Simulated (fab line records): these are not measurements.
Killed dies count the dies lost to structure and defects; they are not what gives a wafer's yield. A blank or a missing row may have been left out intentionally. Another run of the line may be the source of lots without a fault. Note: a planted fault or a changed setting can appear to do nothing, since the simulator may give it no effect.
Chamber matching | flow n5-finfet | N5_GATE_CUT_CMP_43 on cmp-01: 4 sister chambers
The step polishes SiO2. 6 wafers are shown with their chamber, then 7 later ones without.

WAFERS WITH THEIR CHAMBER
wafer  | chamber | motor-current-A (A) | slurry-filter-dp-kPa (kPa)
L074.4 | 1       | 12.6                | 13.43
L079.1 | 3       | 12.1                | 13.44
L079.4 | 0       | 13.2                | 13.40
L079.6 | 2       | 12.2                | 13.41
L084.1 | 3       | 12.2                | 13.48
L084.3 | 0       | 12.9                | 13.48

WAFERS WITHOUT THEIR CHAMBER
wafer  | motor-current-A (A) | slurry-filter-dp-kPa (kPa)
L084.4 | 12.1                | 13.46
L086.2 | 12.3                | 13.52
L086.4 | 12.9                | 13.37
L086.5 | 11.9                | 13.57
L097.1 | 12.4                | 13.58
L097.5 | 12.1                | 13.33
L097.6 | 13.0                | 13.74

EACH ONE'S CHAMBER
wafer  | from the rows above          | in truth
L084.4 | can't be placed: 3 or 2      | 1
L086.2 | can't be placed: 3 or 2 or 1 | 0
L086.4 | can't be placed: 0 or 1      | 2
L086.5 | can't be placed: 3 or 2      | 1
L097.1 | can't be placed: 3 or 1 or 2 | 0
L097.5 | can't be placed: 2 or 3 or 1 | 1
L097.6 | can't be placed: 0 or 1 or 3 | 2
Correctly placed: 0 of 7. Not placeable from these rows: 7 (in 1, the candidates include the true chamber). Placed wrongly: 0.
How it was worked out, from the rows above alone: a wafer's distance from a chamber is the root of the sum, over the readings, of the square of ((its reading less the chamber's mean) divided by the reading's scatter). The wafer belongs to the nearest chamber; if the next one is less than 2 further off, it can't be placed. A chamber's mean is the mean of its shown wafers. The scatter is the square root of a quotient: the sum, over the shown wafers, of each reading's squared deviation from its chamber's mean, divided by wafers minus chambers.
